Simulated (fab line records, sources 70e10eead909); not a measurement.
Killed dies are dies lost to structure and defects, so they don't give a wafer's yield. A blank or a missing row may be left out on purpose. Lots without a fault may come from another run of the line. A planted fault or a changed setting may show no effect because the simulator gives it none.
Chamber matching | flow nand_harc | NHARC_P_M1_STRIP_18 on rie_diel-06: 4 sister chambers
The step strips in N2/H2. 24 wafers are shown with their chamber, then 12 later ones without.

WAFERS WITH THEIR CHAMBER
wafer  | chamber | showerhead_plenum_p_Torr (Torr) | drypump_motor_current_A (A) | oes_product_au (a.u.)
L077.2 | 2       | 1.99                            | 4.7                         | 1.001
L077.5 | 2       | 1.99                            | 4.7                         | 1.003
L077.6 | 1       | 1.99                            | 5.7                         | 1.005
L080.2 | 0       | 1.91                            | 6.1                         | 1.016
L080.3 | 3       | 2.16                            | 5.5                         | 0.995
L080.5 | 3       | 2.16                            | 5.5                         | 0.997
L081.3 | 3       | 2.16                            | 5.5                         | 0.999
L081.5 | 3       | 2.16                            | 5.5                         | 1.001
L081.6 | 2       | 1.99                            | 4.7                         | 1.011
L083.2 | 1       | 1.99                            | 5.7                         | 1.002
L083.5 | 0       | 1.91                            | 6.1                         | 1.010
L083.6 | 3       | 2.16                            | 5.5                         | 0.999
L084.1 | 3       | 2.16                            | 5.5                         | 1.005
L084.2 | 2       | 1.99                            | 4.7                         | 1.008
L084.4 | 0       | 1.91                            | 6.1                         | 1.010
L087.3 | 3       | 2.16                            | 5.5                         | 1.004
L087.4 | 2       | 1.99                            | 4.7                         | 0.999
L087.6 | 3       | 2.16                            | 5.6                         | 1.001
L088.3 | 2       | 1.99                            | 4.7                         | 1.007
L088.5 | 2       | 1.99                            | 4.7                         | 1.006
L088.6 | 3       | 2.16                            | 5.5                         | 1.004
L089.3 | 3       | 2.15                            | 5.5                         | 0.999
L089.4 | 0       | 1.91                            | 6.1                         | 1.009
L089.6 | 1       | 1.99                            | 5.7                         | 0.996

SIGNATURES (means of the wafers above)
reading                  | chamber 0 | chamber 1 | chamber 2 | chamber 3 | scatter within a chamber
showerhead_plenum_p_Torr | 1.9100    | 1.9900    | 1.9900    | 2.1590    | 0.00212
drypump_motor_current_A  | 6.100     | 5.700     | 4.700     | 5.510     | 0.0212
oes_product_au           | 1.01125   | 1.00100   | 1.00500   | 1.00040   | 0.0037
Rule: a wafer's distance from a chamber is the root of the sum, over the readings, of the square of ((its reading less the chamber's mean) divided by the reading's scatter). The wafer belongs to the nearest chamber; if the next one is less than 2 further off, it can't be placed. The scatter: the root of (the sum of the squares of (reading less its chamber's mean) over the shown wafers, divided by (wafers less chambers)).

WAFERS WITHOUT THEIR CHAMBER
wafer  | showerhead_plenum_p_Torr (Torr) | drypump_motor_current_A (A) | oes_product_au (a.u.)
L090.2 | 1.99                            | 4.7                         | 1.002
L090.4 | 1.91                            | 6.1                         | 0.989
L090.5 | 1.99                            | 4.8                         | 1.002
L092.4 | 1.99                            | 4.8                         | 1.007
L092.5 | 2.15                            | 5.6                         | 1.002
L092.6 | 1.99                            | 4.7                         | 1.012
L094.1 | 1.99                            | 4.7                         | 0.999
L094.2 | 1.91                            | 6.1                         | 0.996
L094.3 | 1.99                            | 5.7                         | 0.998
L093.1 | 1.91                            | 6.1                         | 1.009
L093.3 | 1.99                            | 5.7                         | 1.001
L093.4 | 1.99                            | 4.7                         | 1.004

WHICH CHAMBER EACH WENT THROUGH
wafer  | from the rows above | in truth
L090.2 | 2                   | 2
L090.4 | 0                   | 0
L090.5 | 2                   | 2
L092.4 | 2                   | 2
L092.5 | 3                   | 3
L092.6 | 2                   | 2
L094.1 | 2                   | 2
L094.2 | 0                   | 0
L094.3 | 1                   | 1
L093.1 | 0                   | 0
L093.3 | 1                   | 1
L093.4 | 2                   | 2
Placed correctly: 12 of 12. Can't be placed from these rows: 0. Placed wrongly: 0.
